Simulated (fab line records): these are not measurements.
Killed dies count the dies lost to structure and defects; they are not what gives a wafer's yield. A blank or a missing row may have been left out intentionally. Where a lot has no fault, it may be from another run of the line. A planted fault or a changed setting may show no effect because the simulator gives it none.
Check of tool commonality :: flow nand-harc :: Sample size 4 lots and 12 wafers

## REASON FOR OPENING
On 2 of the 4 lots, a flag is raised at NHARC_END_SORT_01 on the reading killed-at-array. Fault-free wafers read 25, with a standard deviation of 9.5.
Rule: a lot is flagged when every wafer of it that has a number lies more than 4 standard deviations from that mean, or none has a number. The rest of the lots are taken to be sound.

lot: L677
measured: day 20 09:05
on: prober-01
killed-at-array, wafer by wafer: 21 28 26
flag: 

lot: L682
measured: day 21 15:23
on: prober-02
killed-at-array, wafer by wafer: 16 15 13
flag: 

lot: L689
measured: day 24 03:52
on: prober-01
killed-at-array, wafer by wafer: 71 83 73
flag: FLAGGED

lot: L692
measured: day 24 07:02
on: prober-02
killed-at-array, wafer by wafer: 84 77 86
flag: FLAGGED
The numbers of the flagged lots are 79 on average: +54 against the usual, or +6 standard deviations.

## EACH LOT AND THE TOOL IT RAN ON
Before the reading, the record contains 4 process steps out of a 1159-step route. Each cell gives the tool, then ch followed by the chambers the sampled wafers passed through, then the start.
lot: L677
flag: 
NHARC_A_CONTACT_ETCH_131: har-cap-etch-03 ch 0,1, day 17 11:21
NHARC_THIN_TSV_STRIP_62: plasma-asher-02 ch 0,1, day 19 10:05
NHARC_THIN_TSV_PVD_19: pvd-sputter-02, day 19 11:50 or earlier
NHARC_THIN_TSV_CMP_21: cmp-04 ch 0,1,2, day 19 11:50

lot: L682
flag: 
NHARC_A_CONTACT_ETCH_131: har-cap-etch-03 ch 0,1, day 19 01:13
NHARC_THIN_TSV_STRIP_62: plasma-asher-01 ch 0,1, day 21 05:40
NHARC_THIN_TSV_PVD_19: pvd-sputter-01, day 21 07:22 or earlier
NHARC_THIN_TSV_CMP_21: cmp-01 ch 1,2,3, day 21 07:22

lot: L689
flag: FLAGGED
NHARC_A_CONTACT_ETCH_131: har-cap-etch-03 ch 0,1, day 21 05:56
NHARC_THIN_TSV_STRIP_62: plasma-asher-01 ch 0,1, day 23 10:10
NHARC_THIN_TSV_PVD_19: pvd-sputter-03, day 23 11:53 or earlier
NHARC_THIN_TSV_CMP_21: cmp-04 ch 0,2,3, day 23 11:53

lot: L692
flag: FLAGGED
NHARC_A_CONTACT_ETCH_131: har-cap-etch-03 ch 1, day 21 16:17
NHARC_THIN_TSV_STRIP_62: plasma-asher-01 ch 0,1, day 23 16:21
NHARC_THIN_TSV_PVD_19: pvd-sputter-03, day 23 18:06 or earlier
NHARC_THIN_TSV_CMP_21: cmp-03 ch 0,2,3, day 23 18:06
What is done by these steps:
- NHARC_A_CONTACT_ETCH_131: etches the open film in C4F8/O2/Ar, time 155 s, target depth 956 nm.
- NHARC_THIN_TSV_STRIP_62: strips in N2/H2, time 20 s.
- NHARC_THIN_TSV_PVD_19: deposits TaN, target thk 20 nm.
- NHARC_THIN_TSV_CMP_21: polishes, t overpolish 30 s, target thk 2000 nm.
- NHARC_END_SORT_01

## FLAGGED AGAINST TOTAL, ONE TOOL AT A TIME (gauges that did the reading follow at the end)
step: NHARC_A_CONTACT_ETCH_131
tool: har-cap-etch-03
lots run: 4
flagged: 2
share of the flagged lots: all
sound lots run after its first flagged lot: 0

step: NHARC_THIN_TSV_STRIP_62
tool: plasma-asher-01
lots run: 3
flagged: 2
share of the flagged lots: all
sound lots run after its first flagged lot: 0

step: NHARC_THIN_TSV_STRIP_62
tool: plasma-asher-02
lots run: 1
flagged: 0
share of the flagged lots: none
sound lots run after its first flagged lot: -

step: NHARC_THIN_TSV_PVD_19
tool: pvd-sputter-01
lots run: 1
flagged: 0
share of the flagged lots: none
sound lots run after its first flagged lot: -

step: NHARC_THIN_TSV_PVD_19
tool: pvd-sputter-02
lots run: 1
flagged: 0
share of the flagged lots: none
sound lots run after its first flagged lot: -

step: NHARC_THIN_TSV_PVD_19
tool: pvd-sputter-03
lots run: 2
flagged: 2
share of the flagged lots: all
sound lots run after its first flagged lot: 0

step: NHARC_THIN_TSV_CMP_21
tool: cmp-01
lots run: 1
flagged: 0
share of the flagged lots: none
sound lots run after its first flagged lot: -

step: NHARC_THIN_TSV_CMP_21
tool: cmp-03
lots run: 1
flagged: 1
share of the flagged lots: some
sound lots run after its first flagged lot: 0

step: NHARC_THIN_TSV_CMP_21
tool: cmp-04
lots run: 2
flagged: 1
share of the flagged lots: some
sound lots run after its first flagged lot: 0

step: NHARC_END_SORT_01
tool: prober-01
lots run: 2
flagged: 1
share of the flagged lots: some
sound lots run after its first flagged lot: 0

step: NHARC_END_SORT_01
tool: prober-02
lots run: 2
flagged: 1
share of the flagged lots: some
sound lots run after its first flagged lot: 0
Because NHARC_THIN_TSV_PVD_19 lacks a start for some lots, the hours and order of its lots are taken from NHARC_THIN_TSV_CMP_21.

## WHAT THE TABLE PERMITS
In the table, 3 rows ran each flagged lot (har-cap-etch-03 at NHARC_A_CONTACT_ETCH_131; plasma-asher-01 at NHARC_THIN_TSV_STRIP_62; pvd-sputter-03 at NHARC_THIN_TSV_PVD_19).
- har-cap-etch-03 at NHARC_A_CONTACT_ETCH_131: 2 of its 4 lots flagged. Its last sound lot is L682 (day 19 01:13), its first flagged lot L689 (day 21 05:56): a fault that began between those two fits.
- plasma-asher-01 at NHARC_THIN_TSV_STRIP_62: 2 of its 3 lots flagged. Its last sound lot is L682 (day 21 05:40), its first flagged lot L689 (day 23 10:10): a fault that began between those two fits.
- pvd-sputter-03 at NHARC_THIN_TSV_PVD_19: 2 of its 2 lots flagged. Because this sample shows no sound lot run on it before its first flagged lot, the start cannot be pinned down more closely.
Counting lots can't tell these 3 tools apart, because each fits a fault that began at some hour. More lots, or a look at what each step does to the wafer, might.

## WHAT THE SIMULATOR HAD INSERTED
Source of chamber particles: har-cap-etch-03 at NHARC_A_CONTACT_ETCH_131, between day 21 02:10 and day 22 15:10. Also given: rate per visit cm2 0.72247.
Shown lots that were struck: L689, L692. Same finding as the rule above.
